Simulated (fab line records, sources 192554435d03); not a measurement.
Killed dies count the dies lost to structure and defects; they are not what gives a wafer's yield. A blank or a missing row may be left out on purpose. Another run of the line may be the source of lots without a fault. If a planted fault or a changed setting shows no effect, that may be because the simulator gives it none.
A lot that was struck, set against a sound lot + flow n5 finfet + 23 out of 1938 route steps
Sound: wafers L549.1, L549.3, L549.6. Struck: wafers L552.1, L552.5, L552.6. The cause comes at the end.
Order at every step that has rows: each side's tool, ch and its chambers, its first start. Under that, the readings that differ: sound wafers + struck wafers + difference of the means + sigmas: that difference in standard deviations of wafers without a fault.
alike: same words and numbers on both sides, and readings whose means sit less than 2 such deviations apart. not compared: any withheld reading, any reading some wafer has no value for, any bound like >300 that may hide the same value, and any number with overlapping values for which the record gives no deviation.
A row with sigmas, a row that says differs or no value, or rows on one side alone: a step with any of these is where the two part. When numbers do not overlap yet have no deviation, they are printed without sigmas and do not part them. A reading missing from all wafers of one side parts the sides only when that side holds two or more wafers.

first, 8 steps without rows for these wafers: N5_BEOL_M8_ANNEAL_51 (time 90 s); N5_BEOL_M8_CMP_52 (polishes, stops on SiCOH lowk, t overpolish 6.9 s, target thk 80 nm); N5_BEOL_M8_PRE_CLEAN_55 (time 15 s); N5_BEOL_M8_DEP_56 (deposits SiCN from 3MS/NH3, target thk 10 nm, time 17.5 s); N5_BEOL_M9_ILD_DEP_00 (deposits SiCOH lowk from DEMS/porogen, target thk 308.51 nm, time 58 s); N5_BEOL_M9_CURE_71 (cures SiCOH lowk, time 240 s); N5_BEOL_M9_PECVD_70 (deposits SiO2 from TEOS/O2, target thk 20 nm, time 22.7 s); N5_BEOL_M9_HM_DEP_02 (deposits TiN, target thk 20 nm).
N5_BEOL_M9_COAT_59: time 60 s, resist thk 100 nm.
  sound on litho track-04 ch 0, day 10 00:50; struck on litho track-04 ch 0, day 10 19:29
| reading                                  | sound                | struck               | difference | sigmas      |
|------------------------------------------|----------------------|----------------------|------------|-------------|
| spin speed rpm (rpm)                     | 1501.2 1498.6 1498.6 | 1701.2 1701.9 1701.3 | +202.0     | +99 or more |
| model.SOC_of_BEOL_M9_COAT_59.thk nm (nm) | 100 100.4 100.2      | 93.6 94 93.6         | -6.5       |             |
  alike: chill plate temp C
then, 9 steps without rows for these wafers: N5_BEOL_M9_COAT_60 (time 60 s, resist thk 30 nm); N5_BEOL_M9_COAT_05 (resist thk 90 nm); N5_BEOL_M9_EBR_07; N5_BEOL_M9_SOFTBAKE_06 (time 60 s); N5_BEOL_M9_EXPOSE_08 (exposes mask M9); N5_BEOL_M9_PEB_09 (peb time 60 s); N5_BEOL_M9_DEVELOP_10 (develop time 30 s); N5_BEOL_M9_DESCUM_16 (chemistry O2, time 7.9 s); N5_BEOL_M9_ETCH_61 (etches SiARC in CF4, target depth 39 nm, time 65 s).
N5_BEOL_M9_ETCH_62: etches SOC in N2/H2, target depth 110 nm, overetch 22 nm, time 165 s.
  sound on rie diel-03 ch 1,2,3, day 10 01:40; struck on rie diel-06 ch 0,2,3, day 10 20:04
| reading                  | sound             | struck            | difference | sigmas |
|--------------------------|-------------------|-------------------|------------|--------|
| model.etch.depth nm (nm) | 99.91 100.4 100.1 | 93.64 93.92 93.51 | -6.45      |        |
  alike: drypump motor current A, oes product au, rf vpp V, showerhead plenum p Torr, throttle valve pct
  not compared: rf hours counter h
then, 2 steps without rows for these wafers: N5_BEOL_M9_STRIP_68 (strips in N2/H2); N5_BEOL_M9_STRIP_67 (strips in CF4).
N5_BEOL_M9_HM_OPEN_17: chemistry Cl2/BCl3, target TiN, target depth 20 nm, overetch 6 nm.
  sound on rie metal-01 ch 0,1, day 10 01:52; struck on rie metal-01 ch 0,1, day 10 20:15
| reading                                  | sound        | struck         | difference | sigmas |
|------------------------------------------|--------------|----------------|------------|--------|
| model.SOC_of_BEOL_M9_COAT_59.thk nm (nm) | 92 92.2 91.8 | 85.4 85.6 85.6 | -6.5       |        |
  alike: drypump motor current A, mfc cl2 sccm, oes product au, throttle valve pct
  not compared: rf hours counter h
then, 1 step without rows for these wafers: N5_BEOL_M9_STRIP_19 (strips in O2).

WHERE THEY PART
Within this record, at N5_BEOL_M9_COAT_59 only. Later steps at which nothing parts them and some readings are alike: N5_BEOL_M9_ETCH_62, N5_BEOL_M9_HM_OPEN_17.

WHY: what had been put in by the simulator
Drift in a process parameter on litho track-04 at N5_BEOL_M9_COAT_59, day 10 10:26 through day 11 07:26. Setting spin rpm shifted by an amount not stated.
